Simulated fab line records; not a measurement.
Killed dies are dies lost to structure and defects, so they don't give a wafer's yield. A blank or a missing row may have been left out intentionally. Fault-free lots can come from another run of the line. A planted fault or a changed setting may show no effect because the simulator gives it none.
Matching of chambers || flow n5 finfet || rie diel-04 running N5_BEOL_M13_DESCUM_33: 4 sister chambers
The step chemistry O2, time 7.9 s. 4 wafers are shown with their chamber, then 11 later ones without.

WAFERS PAIRED WITH THEIR CHAMBERS
{"wafer": "L081.5", "chamber": 2, "showerhead plenum p Torr (Torr)": 2.05}
{"wafer": "L092.1", "chamber": 3, "showerhead plenum p Torr (Torr)": 2.11}
{"wafer": "L092.2", "chamber": 1, "showerhead plenum p Torr (Torr)": 2.14}
{"wafer": "L093.2", "chamber": 0, "showerhead plenum p Torr (Torr)": 2.13}

WAFERS WITHOUT THEIR CHAMBER
{"wafer": "L093.3", "showerhead plenum p Torr (Torr)": 2.04}
{"wafer": "L093.4", "showerhead plenum p Torr (Torr)": 2.14}
{"wafer": "L094.1", "showerhead plenum p Torr (Torr)": 2.13}
{"wafer": "L094.5", "showerhead plenum p Torr (Torr)": 2.04}
{"wafer": "L094.6", "showerhead plenum p Torr (Torr)": 2.13}
{"wafer": "L097.2", "showerhead plenum p Torr (Torr)": 2.11}
{"wafer": "L097.4", "showerhead plenum p Torr (Torr)": 2.13}
{"wafer": "L097.5", "showerhead plenum p Torr (Torr)": 2.13}
{"wafer": "L096.1", "showerhead plenum p Torr (Torr)": 2.13}
{"wafer": "L096.2", "showerhead plenum p Torr (Torr)": 2.11}
{"wafer": "L096.4", "showerhead plenum p Torr (Torr)": 2.04}

CHAMBER TAKEN BY EACH
{"wafer": "L093.3", "from the rows above": 2, "in truth": 2}
{"wafer": "L093.4", "from the rows above": "can't be placed: 1 or 0", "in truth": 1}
{"wafer": "L094.1", "from the rows above": "can't be placed: 0 or 1", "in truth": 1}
{"wafer": "L094.5", "from the rows above": 2, "in truth": 2}
{"wafer": "L094.6", "from the rows above": "can't be placed: 0 or 1", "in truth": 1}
{"wafer": "L097.2", "from the rows above": 3, "in truth": 3}
{"wafer": "L097.4", "from the rows above": "can't be placed: 0 or 1", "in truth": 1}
{"wafer": "L097.5", "from the rows above": "can't be placed: 0 or 1", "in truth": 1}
{"wafer": "L096.1", "from the rows above": "can't be placed: 0 or 1", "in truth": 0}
{"wafer": "L096.2", "from the rows above": 3, "in truth": 3}
{"wafer": "L096.4", "from the rows above": 2, "in truth": 2}
5 of 11 placed correctly. Cannot be placed on the basis of these rows: 6; the candidates contain the true chamber in 6. Placed wrongly: 0.
How it was worked out, from the rows above alone: a wafer's distance from a chamber is the root of the sum, over the readings, of the square of ((its reading less the chamber's mean) divided by the reading's scatter). If the next closest chamber is less than 2 further off than the closest, the wafer can't be placed; otherwise it belongs to the closest. For every chamber, the mean is computed from those of its wafers that are shown. The scatter (one wafer shown for each chamber): square how far every hidden wafer sits from the nearest shown wafer, average those squares and take the square root.
